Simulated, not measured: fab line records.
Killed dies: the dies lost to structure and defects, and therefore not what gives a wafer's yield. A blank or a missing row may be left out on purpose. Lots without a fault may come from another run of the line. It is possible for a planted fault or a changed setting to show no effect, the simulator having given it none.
Matching of chambers + flow n5 finfet + N5_BEOL_M8_ALD_77 on ald metal-04: 4 sister chambers
The step deposits TaN, target thk 2 nm, pulse time 2 s, purge time 3 s. 16 wafers are shown with their chamber, then 8 later ones without.

## WAFERS WITH THEIR CHAMBER
| wafer  | chamber | heater power w (W) | mfc carrier sccm (sccm) | precursor vessel carrier sccm (sccm) |
|--------|---------|--------------------|-------------------------|--------------------------------------|
| L081.2 | 0       | 391                | 1501                    | 1001.4                               |
| L081.5 | 2       | 406                | 1498                    | 998.6                                |
| L081.6 | 1       | 442                | 1498                    | 994.4                                |
| L083.4 | 2       | 411                | 1500                    | 999.4                                |
| L083.5 | 0       | 394                | 1497                    | 998.8                                |
| L083.6 | 1       | 439                | 1501                    | 1001.0                               |
| L085.4 | 1       | 437                | 1501                    | 999.6                                |
| L085.5 | 0       | 391                | 1502                    | 1000.4                               |
| L085.6 | 2       | 423                | 1504                    | 1003.6                               |
| L084.2 | 2       | 419                | 1493                    | 997.6                                |
| L084.3 | 1       | 434                | 1498                    | 998.7                                |
| L084.4 | 0       | 387                | 1512                    | 994.8                                |
| L087.2 | 1       | 442                | 1496                    | 997.7                                |
| L087.3 | 3       | 535                | 1495                    | 999.5                                |
| L087.6 | 1       | 426                | 1495                    | 996.8                                |
| L092.1 | 2       | 420                | 1503                    | 1001.3                               |

SIGNATURES (averages over the wafers above)
| reading                       | chamber 0 | chamber 1 | chamber 2 | chamber 3 | scatter within a chamber |
|-------------------------------|-----------|-----------|-----------|-----------|--------------------------|
| heater power w                | 390.75    | 436.67    | 415.80    | 535.00    | 5.82                     |
| mfc carrier sccm              | 1503.00   | 1498.17   | 1499.60   | 1495.00   | 4.38                     |
| precursor vessel carrier sccm | 998.850   | 998.033   | 1000.100  | 999.500   | 2.49                     |
Rule: for each reading, subtract the chamber's mean from the wafer's reading, divide by that reading's scatter and square the result; add these up over the readings and take the root, which gives the wafer's distance from the chamber. If the next closest chamber is less than 2 further off than the closest, the wafer can't be placed; otherwise it belongs to the closest. The scatter is the square root of a quotient: the sum, over the shown wafers, of each reading's squared deviation from its chamber's mean, divided by wafers minus chambers.

## WAFERS MISSING THEIR CHAMBER
| wafer  | heater power w (W) | mfc carrier sccm (sccm) | precursor vessel carrier sccm (sccm) |
|--------|--------------------|-------------------------|--------------------------------------|
| L092.4 | 436                | 1502                    | 1000.4                               |
| L092.6 | 529                | 1504                    | 1002.6                               |
| L089.3 | 398                | 1495                    | 996.6                                |
| L089.4 | 447                | 1493                    | 994.9                                |
| L089.5 | 530                | 1498                    | 1002.0                               |
| L094.2 | 389                | 1502                    | 1001.4                               |
| L094.3 | 443                | 1495                    | 1000.8                               |
| L094.6 | 430                | 1500                    | 997.7                                |

## CHAMBER TAKEN BY EACH
| wafer  | from the rows above     | in truth |
|--------|-------------------------|----------|
| L092.4 | 1                       | 1        |
| L092.6 | 3                       | 3        |
| L089.3 | can't be placed: 0 or 2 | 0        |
| L089.4 | 1                       | 1        |
| L089.5 | 3                       | 3        |
| L094.2 | 0                       | 0        |
| L094.3 | 1                       | 1        |
| L094.6 | can't be placed: 1 or 2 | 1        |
Correct placement for 6 of the 8. Can't be placed from these rows: 2 (the true chamber is among the candidates in 2). Wrongly placed: 0.
